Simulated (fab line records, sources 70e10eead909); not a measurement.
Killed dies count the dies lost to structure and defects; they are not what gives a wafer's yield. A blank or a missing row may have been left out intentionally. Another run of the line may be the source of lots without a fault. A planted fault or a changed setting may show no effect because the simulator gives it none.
Matching of chambers	flow nand_harc	cmp-01 running NHARC_A_STAIRCASE_CMP_472: 4 sister chambers
The step polishes SiO2. 8 wafers are shown with their chamber, then 7 later ones without.

## WAFERS PAIRED WITH THEIR CHAMBERS
wafer	chamber	motor_current_A (A)
L078.2	3	11.5
L078.5	0	15.4
L078.6	3	11.4
L083.1	2	13.2
L083.2	0	15.0
L083.6	1	10.1
L085.2	1	10.8
L085.5	2	12.5

## WAFERS WITH NO CHAMBER GIVEN
wafer	motor_current_A (A)
L085.6	10.0
L090.3	14.7
L090.4	10.3
L090.6	10.2
L091.1	12.5
L091.3	14.7
L091.6	12.8

## WHICH CHAMBER EACH ONE RAN IN
wafer	from the rows above	in truth
L085.6	1	1
L090.3	0	0
L090.4	1	1
L090.6	1	1
L091.1	can't be placed: 2 or 3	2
L091.3	0	0
L091.6	2	2
6 of 7 placed correctly. Can't be placed from these rows: 1 (the true chamber is among the candidates in 1). Number placed wrongly: 0.
How it was worked out, from the rows above alone: a wafer's distance from a chamber is the root of the sum, over the readings, of the square of ((its reading less the chamber's mean) divided by the reading's scatter). The wafer belongs to the nearest chamber; if the next one is less than 2 further off, it can't be placed. Each chamber's mean is taken over the wafers shown for it. The scatter: take each reading less its chamber's mean, square it, sum over the shown wafers, divide by the number of wafers less the number of chambers, and take the root.
